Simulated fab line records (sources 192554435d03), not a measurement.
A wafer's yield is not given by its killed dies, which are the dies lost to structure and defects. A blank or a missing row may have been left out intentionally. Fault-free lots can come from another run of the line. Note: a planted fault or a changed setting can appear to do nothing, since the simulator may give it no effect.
Split-lot study | flow n5Finfet | on a route of 1938 steps: 7 lots, 21 wafers read

SPLIT DETAILS
At N5_SDB_ETCH_17 (etches SiARC in CF4, target depth 23.4 nm, time 39 s), the setting biasW was moved away from the recipe's 36 W on 9 of the 21 wafers read, by -13.4% to +14.9%. The other wafers ran this setting at the recipe's value.

The split's own step is where the reading is taken.

THE READING
rfVppV, in V, at N5_SDB_ETCH_17 (etches SiARC in CF4, target depth 23.4 nm, time 39 s). Fault-free wafers of this fab line usually give 183.8 V, standard deviation 1.1 V.

wafer  | tool, chamber at the split | biasW as run, W | against the recipe | rfVppV, V | against lot-mates on the recipe
L074.2 | rieDiel-02, 3              | 36              | recipe             | 183.0     | -
L074.4 | rieDiel-02, 0              | 36              | recipe             | 181.9     | -
L074.6 | rieDiel-02, 2              | 41.37           | +14.9%             | 199.6     | +17.2
L075.2 | rieDiel-06, 1              | 33.93           | -5.8%              | 179.0     | -6.5
L075.4 | rieDiel-06, 3              | 33.93           | -5.8%              | 176.6     | -8.9
L075.6 | rieDiel-06, 2              | 36              | recipe             | 185.5     | -
L082.3 | rieDiel-01, 3              | 40.23           | +11.7%             | 196.3     | +12.5
L082.4 | rieDiel-01, 0              | 36              | recipe             | 183.1     | -
L082.6 | rieDiel-01, 1              | 36              | recipe             | 184.6     | -
L084.3 | rieDiel-06, 1              | 31.18           | -13.4%             | 168.4     | -14.8
L084.4 | rieDiel-06, 1              | 31.18           | -13.4%             | 168.7     | -14.5
L084.6 | rieDiel-06, 0              | 36              | recipe             | 183.2     | -
L086.1 | rieDiel-02, 1              | 36              | recipe             | 182.4     | -
L086.2 | rieDiel-02, 0              | 36              | recipe             | 182.1     | -
L086.6 | rieDiel-02, 1              | 36              | recipe             | 183.0     | -
L093.1 | rieDiel-06, 3              | 36              | recipe             | 182.7     | -
L093.2 | rieDiel-06, 0              | 36              | recipe             | 184.8     | -
L093.4 | rieDiel-06, 1              | 41.3            | +14.7%             | 200.9     | +17.2
L095.1 | rieDiel-01, 2              | 36              | recipe             | 182.7     | -
L095.4 | rieDiel-01, 1              | 38.72           | +7.6%              | 193.6     | +10.9
L095.6 | rieDiel-01, 1              | 38.72           | +7.6%              | 192.9     | +10.2

THE FIT
A straight line over all 21 wafers: rfVppV changes by +1.13 V for each +1% of biasW; r = +0.99; the points scatter about the line by 1.1 V.
The same after taking each lot's own level away (the mean of its wafers on the recipe; 21 wafers): +1.16 V for each +1%; r = +0.99; scatter 0.99 V.
According to that fit, moving biasW by its largest amount changes the reading by 17 V.
The span of the lots' own levels, 182.45 to 185.50 V, comes to 2.8 times the standard deviation stated above.
The two slopes are in agreement: the lot-to-lot level therefore moves the slope only a little.
Check: for one of the wafers moved furthest among these (+14.9%), held out of the fit, the line's prediction against its lot-mates is +17.4 V. Against them it came out at +17.2 V.
Tool readings at the split's step, against how far the setting was moved: rfVppV r = +0.99.

THE OTHER SPLITS THESE WAFERS WENT THROUGH
These wafers also went through other splits before the reading. Each is held against what the fit with the lots' levels taken away leaves over:
other split on the same wafers                  | wafers away from the commonest value | r with rfVppV (lot level and that fit taken away)
N5_PMOS_HMC_CHANNEL_EPI_PEB_07 pebTempC         | 6                                    | -0.10
N5_PMOS_HMC_CHANNEL_EPI_DEVELOP_08 developTimeS | 4                                    | +0.14
N5_FIN_SAQP_PECVD_06 timeS                      | 9                                    | -0.08
N5_FIN_SAQP_DEVELOP_15 developTimeS             | 8                                    | +0.18
N5_FIN_CUT_CUT_ETCH_15 timeS                    | 7                                    | +0.00
N5_SD_EPI_N_EXPOSE_06 doseMj                    | 8                                    | +0.06
N5_SD_EPI_N_DESCUM_14 timeS                     | 5                                    | -0.02

FILE'S OWN FIT
rfVppV changes by +1.15 V for each +1% of biasW, r = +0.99.
